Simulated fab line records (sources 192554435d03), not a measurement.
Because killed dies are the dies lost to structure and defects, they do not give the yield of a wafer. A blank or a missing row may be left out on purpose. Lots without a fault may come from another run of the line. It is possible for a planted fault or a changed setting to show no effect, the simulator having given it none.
A struck lot beside a sound one    flow n5-finfet    38 out of 1938 route steps
Sound: the wafers L730.3, L730.5, L730.6. Struck: wafers L724.3, L724.4, L724.6. The cause is named last.
For every step that has rows: the tool of each side, followed by ch and its chambers, followed by its first start. Under that, the readings that differ: sound wafers    struck wafers    difference of the means    sigmas: that difference in standard deviations of wafers without a fault.
alike: same words and numbers on both sides, and readings whose means sit less than 2 such deviations apart. not compared: any withheld reading, any reading some wafer has no value for, any bound like >300 that may hide the same value, and any number with overlapping values for which the record gives no deviation.
A row with sigmas, a row that says differs or no value, or rows on one side alone: a step with any of these is where the two part. When numbers do not overlap yet have no deviation, they are printed without sigmas and do not part them. Lack of a reading on every wafer of one side parts them only where that side has two or more wafers.

first, 9 steps without rows for these wafers: N5_BEOL_M4_ANNEAL_95 (time 240 s); N5_BEOL_M4_SPUTTER_96 (material Cu, target thk 4.5 nm, time 8.29 s); N5_BEOL_M4_ECD_50 (material Cu, target thk 300 nm); N5_BEOL_M4_ANNEAL_51 (time 90 s); N5_BEOL_M4_CMP_52 (polishes, stops on SiOC, t overpolish 6.8 s, target thk 40 nm); N5_BEOL_M4_PRE_CLEAN_60 (time 15 s); N5_BEOL_M4_CO_CAP_55 (material Co, precursor CCTBA/H2, target thk 2 nm, time 102.1 s); N5_BEOL_M4_PRE_CLEAN_56 (time 15 s); N5_BEOL_M4_DEP_57 (deposits SiCN from 3MS/NH3, target thk 8 nm, time 14 s).
N5_BEOL_M4_RC_MEAS_101:
  sound on prober-02 ch 0, day 14 04:46; struck on prober-02 ch 0, day 12 16:14
  alike: DIBL_N, DIBL_P, IOFF_N, IOFF_P, ION_N, ION_P, SS_N, SS_P, VT_N, VT_P
then, 24 steps without rows for these wafers: N5_BEOL_M5_ILD_DEP_00 (deposits SiCOH lowk from DEMS/porogen, target thk 140.64 nm, time 25.9 s); N5_BEOL_M5_CURE_79 (cures SiCOH lowk, time 240 s); N5_BEOL_M5_PECVD_70 (deposits SiO2 from TEOS/O2, target thk 16 nm, time 18 s); N5_BEOL_M5_HM_DEP_02 (deposits TiN, target thk 20 nm); N5_BEOL_M5_COAT_59 (time 60 s, resist thk 60 nm); N5_BEOL_M5_COAT_60 (time 60 s, resist thk 12 nm); N5_BEOL_M5_COAT_71 (time 60 s, resist thk 5 nm); N5_BEOL_M5_COAT_05 (resist thk 30 nm); N5_BEOL_M5_EBR_07; N5_BEOL_M5_SOFTBAKE_06 (time 60 s); N5_BEOL_M5_EXPOSE_08 (exposes mask M5, target cd 28 nm); N5_BEOL_M5_PEB_09 (peb time 60 s); N5_BEOL_M5_DEVELOP_10 (develop time 30 s); N5_BEOL_M5_DESCUM_16 (chemistry O2, time 7 s); N5_BEOL_M5_ETCH_72 (etches underlayer in N2/H2, target depth 6.5 nm, time 5.2 s); N5_BEOL_M5_ETCH_61 (etches SiARC in CF4, target depth 15.6 nm, time 26 s); N5_BEOL_M5_ETCH_62 (etches SOC in N2/H2, target depth 75 nm, overetch 15 nm, time 112.5 s); N5_BEOL_M5_STRIP_63 (strips in N2/H2); N5_BEOL_M5_STRIP_73 (strips in N2/H2); N5_BEOL_M5_STRIP_64 (strips in CF4); N5_BEOL_M5_HM_OPEN_17 (chemistry Cl2/BCl3, target TiN, target depth 20 nm, overetch 6 nm); N5_BEOL_M5_STRIP_19 (strips in O2); N5_BEOL_M5_COAT_65 (time 60 s, resist thk 60 nm); N5_BEOL_M5_COAT_66 (time 60 s, resist thk 12 nm).
N5_BEOL_M5_TRENCH_ETCH_37: etches SiCOH lowk in C4F6/O2, target depth 71.652 nm, time 24.7 s.
  sound on rie-diel-02 ch 0,1,2, day 14 08:41; struck on rie-diel-04 ch 0,2,3, day 12 22:14
  no value came back on the struck wafers for any of 7 readings (C4F6_flow_sccm (sccm), O2_flow_sccm (sccm) and others); on the sound wafers C4F6_flow_sccm (sccm) reads 10.01 10.01 10.01
reading                                     sound           struck          difference  sigmas
model.TiN_of_BEOL_M5_HM_DEP_02.thk-nm (nm)  17.8 17.8 17.6  19.6 19.8 19.8  +2.0        
  not compared: rf-hours-counter-h
N5_BEOL_M5_OCD_MEAS_38:
  struck on ocd-01, day 12 22:23; sound on ocd-02, day 14 08:50
reading               sound           struck     difference  sigmas
trench-depth-nm (nm)  70.6 72.6 75.0  0.4 0 0.0  -72.6       -56
N5_BEOL_M5_CMP_52: polishes, stops on SiCOH lowk, t overpolish 6.9 s, target thk 62 nm.
  sound on cmp-03 ch 2,3, day 14 15:03; struck on cmp-01 ch 0,1, day 13 05:30
reading                                 sound       struck  difference  sigmas
model.Cu_of_BEOL_M5_ECD_50.thk-nm (nm)  62 63 64.8  0 0 0   -63         
  alike: clearing-platen-rpm, motor-current-A, slurry-filter-dp-kPa
-- a jump in the record: the struck wafers' starts before and after are 4 days apart (it breaks off in module BEOL_M5 and resumes in module PASSIVATION, where the first step shown is number 1936 of the route) --
N5_PASSIVATION_PROBE_49:
  record: rows for the struck wafers here (prober-01, day 17 00:34), none for the sound ones

## WHERE THEY PART
First at N5_BEOL_M5_TRENCH_ETCH_37; last, within this record, at N5_PASSIVATION_PROBE_49.

WHY: the cause the simulator had injected
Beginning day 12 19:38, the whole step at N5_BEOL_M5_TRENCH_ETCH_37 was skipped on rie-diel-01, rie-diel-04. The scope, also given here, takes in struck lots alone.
